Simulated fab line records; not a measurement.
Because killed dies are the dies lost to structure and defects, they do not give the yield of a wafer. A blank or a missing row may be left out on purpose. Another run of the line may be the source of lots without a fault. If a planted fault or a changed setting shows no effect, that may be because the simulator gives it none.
fab line records    flow n5Finfet
record lots=10  wafers=30  lastDay=16
route steps=1938 shown BEOL_M12@1653 BEOL_M13@1659
lots with no fault: from the same line, run without faults
startH: start of the lot's first displayed wafer, in hours after the record's first day    waitH: hours from the lot's prior step to this one    " repeats the value in the row above    L1.1+2: a row that stands for several wafers    - value missing, or start not given    * or withheld: withheld    < > ~ a bound
route shown NAME@n: NAME is a module with steps in the file, n the number in the route of the first one    usual: average and standard deviation across the fault-free wafers    same: alike in all rows    chamber/n: place in a boat    sites: readings site by site    _std_site: the values' standard deviation    _edge_site: inner sites' mean taken away from outer sites' mean    radiusMm: for every site, how far away it sits from the centre of the wafer    mask NAME#n: copy n    behind: tool/chamber where the wafer was last shaped    hold: why the lot was held/for how many hours/how that ended    device: the transistor (n, p or np) that didn't switch    end of line: at the end of the route, the tests of the same wafers    a step with no rows: only its recipe    killed: not the wafer's yield, but the dies lost to structure and defects at the first sort    map: dies across one wafer; x = killed, . = not, _ = none there
set.NAME: the setting that was run; set.NAME@STEP: the one run at that earlier step    model.NAME: the simulator's own value behind a step, which no gauge read
steps of the route over a sample of lots; a table a step, a row a wafer
services: a tool's chamber out of use, with start hour (startH, from the record's first day; less than 0 if before it), hours out, and reason
## steps
# step N5_BEOL_M12_CMP_49
# recipe stopOn=SiOC  tOverpolishS=20.6  downForcePsi=1  platenRpm=50  clearingPlatenDownForcePsi=1.5  clearingPlatenRpm=50  postCmpClean=cuAlkaline  targetThkNm=320  clearingPlatenPadVelocityMS=0.99484  padVelocityMS=0.99484
# usual barrierFieldEndpointS=30.2/0.74  motorCurrentA=5.9/0.56  overpolishRunS=20.598/0.0083
lot.wafer  tool    chamber  startH  waitH  barrierFieldEndpointS  motorCurrentA  overpolishRunS
L713.3     cmp-02  2        240.05  0.2    30.9                   5.8            20.585
L713.2     "       1        "       "      30.9                   6.3            20.579
L713.5     "       3        "       "      30.0                   5.2            20.598
L717.2     cmp-04  3        286.70  0.2    30.9                   5.9            20.597
L717.3     "       1        "       "      29.8                   6.3            20.577
L717.6     "       2        "       "      29.6                   5.9            20.602
L720.3     cmp-01  1        298.54  0.2    30.0                   6.9            20.601
L720.2     "       2        "       "      29.5                   6.2            20.585
L720.6     "       1        "       "      29.5                   6.5            20.602
L721.2     cmp-01  1        312.54  0.2    31.4                   7.1            20.614
L721.3     "       2        "       "      30.4                   6.3            20.594
L721.4     "       0        "       "      30.3                   6.4            20.602
L722.2     cmp-01  0        324.50  0.2    29.2                   6.7            20.600
L722.3     "       1        "       "      30.7                   6.7            20.590
L722.1     "       2        "       "      30.0                   6.4            20.588
L726.3     cmp-01  1        329.32  0.3    30.2                   6.5            20.594
L726.4     "       2        "       "      28.5                   6.2            20.603
L726.5     "       3        "       "      29.1                   5.1            20.613
L725.3     cmp-04  2        337.73  0.2    29.7                   6.0            20.594
L725.2     "       3        "       "      30.4                   5.7            20.600
L725.5     "       3        "       "      29.7                   5.7            20.612
L727.3     cmp-04  1        342.36  0.2    28.9                   6.4            20.601
L727.2     "       2        "       "      29.9                   6.0            20.608
L727.4     "       3        "       "      30.4                   5.9            20.596
L729.2     cmp-01  0        350.75  0.2    30.2                   6.4            20.598
L729.5     "       0        "       "      29.7                   6.0            20.601
L729.6     "       1        "       "      30.8                   6.7            20.599
L728.1     cmp-04  1        356.85  0.3    29.0                   6.1            20.600
L728.3     "       3        "       "      29.9                   5.9            20.592
L728.6     "       2        "       "      29.8                   5.5            20.599
# step N5_BEOL_M13_ILD_DEP_00
# recipe material=SiOC  targetThkA=8379.2  tempC=350  precursor=DEMS/O2  pressureTorr=5  rfW=500  timeS=166.4
# usual chamberPressureTorr=5.001/0.01  heaterPowerW=433/77  showerheadPlenumPTorr=5.689/0.013  throttleValvePct=12.0/0.56
# same timeS=166.4
lot.wafer  tool      chamber  startH  waitH  chamberPressureTorr  heaterPowerW  showerheadPlenumPTorr  sinceWetCleanH  throttleValvePct
L713.2     pecvd-01  2        240.53  0.0    5.029                355           5.682                  190             12.0
L713.3     "         1        "       "      4.996                432           5.707                  1669            12.2
L713.5     "         2        "       "      4.997                376           5.693                  -               11.9
L717.2     pecvd-02  0        287.15  0.0    5.011                444           5.700                  810             11.7
L717.3     "         1        "       "      4.998                485           5.702                  1535            12.2
L717.6     "         2        "       "      5.019                297           5.654                  -               11.2
L720.2     pecvd-01  2        298.98  0.0    5.004                396           5.692                  249             12.2
L720.3     "         1        "       "      4.989                386           5.706                  1728            12.3
L720.6     "         2        "       "      5.007                320           5.688                  -               11.8
L721.2     pecvd-03  2        313.02  0.0    5.005                608           5.717                  444             11.4
L721.3     "         0        "       "      4.988                358           5.690                  1198            13.1
L721.4     "         0        "       "      5.001                400           5.679                  -               13.2
L722.1     pecvd-03  1        324.97  0.0    5.021                544           5.699                  1935            12.5
L722.2     "         2        "       "      4.997                615           5.683                  456             11.5
L722.3     "         0        "       "      4.999                368           5.683                  1210            13.4
L726.3     pecvd-03  1        329.75  0.0    4.992                461           5.694                  1940            12.4
L726.4     "         1        "       "      5.007                500           5.707                  -               12.5
L726.5     "         2        "       "      5.008                615           5.677                  -               11.7
L725.2     pecvd-03  2        338.21  0.0    5.004                610           5.689                  469             11.6
L725.3     "         1        "       "      5.009                512           5.698                  1948            12.5
L725.5     "         2        "       "      5.017                631           5.687                  -               11.6
L727.2     pecvd-02  2        342.84  0.0    4.990                317           5.682                  111             11.7
L727.3     "         1        "       "      4.987                443           5.696                  1590            12.5
L727.4     "         0        "       "      4.985                422           5.711                  -               11.8
L729.2     pecvd-02  2        351.23  0.0    5.011                362           5.675                  120             11.5
L729.5     "         1        "       "      5.003                472           5.696                  -               12.3
L729.6     "         2        "       "      4.987                368           5.662                  -               11.6
L728.1     pecvd-01  0        357.42  0.0    4.995                461           5.666                  1061            11.0
L728.3     "         1        "       "      5.001                380           5.700                  1786            12.5
L728.6     "         2        "       "      4.981                410           5.690                  -               12.0
# step N5_BEOL_M13_ETCH_59
# recipe chemistry=N2/H2  target=BARC  targetDepthA=890  overetchA=267  timeS=67.9  ionEnergyEv=200  pressureMtorr=30  sourceW=840  biasW=150  n2FlowSccm=200  h2FlowSccm=200
# usual drypumpMotorCurrentA=5.5/0.39  h2FlowSccm=200.0/0.63  oesProductAu=0.68/0.067  rfVppV=523.7/2  showerheadPlenumPTorr=2.53/0.063  throttleValvePct=17.86/0.23
# same timeS=67.9
lot.wafer  tool        chamber  startH  waitH  drypumpMotorCurrentA  h2FlowSccm  oesProductAu  rfHoursCounterH  rfVppV  showerheadPlenumPTorr  throttleValvePct
L713.2     rieDiel-06  2        241.11  0.0    5.8                   200.7       0.65          124              524.2   2.56                   17.96
L713.3     "           3        "       "      5.2                   199.8       0.81          13               522.2   2.48                   17.71
L713.5     "           0        "       "      5.4                   199.5       0.61          -                523.2   2.51                   18.17
L717.2     rieDiel-06  2        287.72  0.0    5.8                   199.5       0.64          136              524.1   2.55                   17.98
L717.3     "           1        "       "      5.7                   198.6       0.76          32               529.9   2.70                   17.73
L717.6     "           1        "       "      5.7                   199.1       0.75          -                528.1   2.70                   17.72
L720.2     rieDiel-06  1        299.69  0.0    5.7                   201.3       0.74          37               528.8   2.69                   17.71
L720.3     "           3        "       "      5.2                   199.4       0.77          30               522.7   2.48                   17.74
L720.6     "           2        "       "      5.8                   199.5       0.64          -                524.7   2.55                   17.99
L721.2     rieDiel-05  1        313.72  0.0    4.9                   199.5       0.71          96               522.0   2.46                   17.63
L721.3     "           0        "       "      4.9                   200.3       0.58          250              523.2   2.50                   18.17
L721.4     "           2        "       "      5.9                   199.9       0.67          138              524.7   2.55                   18.22
L722.1     rieDiel-03  1        325.55  0.0    5.1                   200.6       0.66          122              523.4   2.55                   17.73
L722.2     "           2        "       "      5.7                   200.9       0.58          225              527.1   2.60                   17.66
L722.3     "           0        "       "      6.3                   200.6       0.72          48               522.4   2.48                   17.60
L726.3     rieDiel-03  2        330.46  0.0    5.8                   199.5       0.58          227              524.5   2.60                   17.67
L726.4     "           1        "       "      5.1                   199.7       0.66          124              525.0   2.55                   17.72
L726.5     "           2        "       "      5.8                   199.9       0.58          -                526.4   2.60                   17.67
L725.2     rieDiel-03  0        338.92  0.0    6.2                   201.2       0.73          52               521.6   2.48                   17.63
L725.3     "           2        "       "      5.8                   201.1       0.58          230              525.8   2.60                   17.69
L725.5     "           3        "       "      5.5                   200.5       0.61          -                523.3   2.53                   18.22
L727.2     rieDiel-05  0        343.42  0.0    4.9                   200.0       0.83          2                523.5   2.50                   17.77
L727.3     "           2        "       "      5.8                   199.8       0.66          150              524.4   2.54                   18.24
L727.4     "           1        "       "      4.9                   200.6       0.70          108              520.0   2.46                   17.66
L729.2     rieDiel-03  1        351.91  0.0    5.1                   200.0       0.66          131              523.2   2.55                   17.76
L729.5     "           3        "       "      5.4                   200.0       0.61          -                522.7   2.53                   18.25
L729.6     "           0        "       "      6.2                   200.5       0.71          -                521.3   2.48                   17.62
L728.1     rieDiel-03  2        358.12  0.0    5.7                   200.2       0.58          236              526.5   2.60                   17.70
L728.3     "           0        "       "      6.2                   199.8       0.71          59               521.4   2.48                   17.63
L728.6     "           0        "       "      6.3                   199.7       0.72          -                523.5   2.48                   17.62
# step N5_BEOL_M13_COAT_65
# recipe resist=SOC  tempC=250  timeS=60  spinRpm=1500  resistThkNm=350
# usual heaterPowerTotalW=500.4/1.8  plateTempC=249.98/0.19
# same timeS=60
lot.wafer  tool           chamber  startH  waitH  heaterPowerTotalW  plateTempC
L713.2     lithoTrack-05  0        241.68  0.0    499.7              249.69
L713.3     "              0        "       "      503.1              249.76
L713.5     "              0        "       "      498.7              249.72
L717.2     lithoTrack-02  0        288.29  0.0    499.6              249.79
L717.3     "              0        "       "      498.8              250.24
L717.6     "              0        "       "      503.2              250.19
L720.2     lithoTrack-03  0        300.25  0.0    500.7              249.62
L720.3     "              0        "       "      498.8              249.85
L720.6     "              0        "       "      502.0              250.00
L721.2     lithoTrack-05  0        314.26  0.0    501.0              250.02
L721.3     "              0        "       "      503.3              250.37
L721.4     "              0        "       "      501.6              250.15
L722.1     lithoTrack-05  0        326.09  0.0    503.3              250.10
L722.2     "              0        "       "      503.3              249.75
L722.3     "              0        "       "      497.9              249.99
L726.3     lithoTrack-03  0        331.00  0.0    501.4              250.08
L726.4     "              0        "       "      497.7              250.10
L726.5     "              0        "       "      498.4              249.98
L725.2     lithoTrack-03  0        339.45  0.0    493.7              246.96
L725.3     "              0        "       "      493.5              247.03
L725.5     "              0        "       "      494.2              246.88
L727.2     lithoTrack-03  0        344.01  0.0    493.5              247.28
L727.3     "              0        "       "      492.1              247.36
L727.4     "              0        "       "      492.8              247.25
L729.2     lithoTrack-05  0        352.44  0.0    503.0              249.75
L729.5     "              0        "       "      499.2              249.57
L729.6     "              0        "       "      501.8              249.66
L728.1     lithoTrack-05  0        358.65  0.0    497.5              249.96
L728.3     "              0        "       "      500.1              249.94
L728.6     "              0        "       "      499.0              250.02
## services
tool        chamber  startH  hours  kind
cmp-01      -        217.95  2.7    repair
rieDiel-06  0        235.18  4.9    repair
pecvd-03    -        258.24  0.9    repair
rieDiel-03  0        268.47  1.5    repair
rieDiel-05  0        280.12  21.8   repair
pecvd-03    2        284.98  11.5   repair
cmp-04      -        292.86  3.3    pm
cmp-04      -        300.09  4.0    pm
cmp-04      -        304.09  -      consumableReplace:conditioner
cmp-04      -        304.09  -      consumableReplace:pad
pecvd-02    -        307.65  14.6   pm
pecvd-01    -        308.01  1.3    repair
cmp-01      -        308.32  0.7    repair
cmp-02      -        324.23  1.2    repair
rieDiel-06  2        329.05  5.4    repair
pecvd-01    -        330.68  2.8    pm
pecvd-02    0        330.91  2.1    scheduledDown
cmp-02      -        336.64  1.7    repair
rieDiel-06  0        337.33  -      clean
rieDiel-06  0        337.33  -      consumableReplace:focusRing
rieDiel-06  0        337.33  17.5   scheduledDown
cmp-02      -        342.84  0.9    repair
rieDiel-05  2        354.62  15.6   repair
cmp-02      -        358.03  2.9    pm
## key
firstSign step=N5_BEOL_M13_COAT_65  reading=plateTempC  direction=down  sigmas=15  usual=*  struck=*
effect step=N5_BEOL_M13_COAT_65  reading=heaterPowerTotalW  direction=down  sigmas=3.9  usual=*  struck=*
metAt N5_BEOL_M13_COAT_65
struckLots L725,L727
notActingAt N5_BEOL_M12_CMP_49,N5_BEOL_M13_ILD_DEP_00,N5_BEOL_M13_ETCH_59
onsetBetween 331.00 339.45
fault kind=processParameterDrift  tool=lithoTrack-03  chamber=-  onsetH=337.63  steps=N5_BEOL_M13_COAT_65  channel=tempC  offset=*  shape=step  endH=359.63  actsIn=*  stated=*
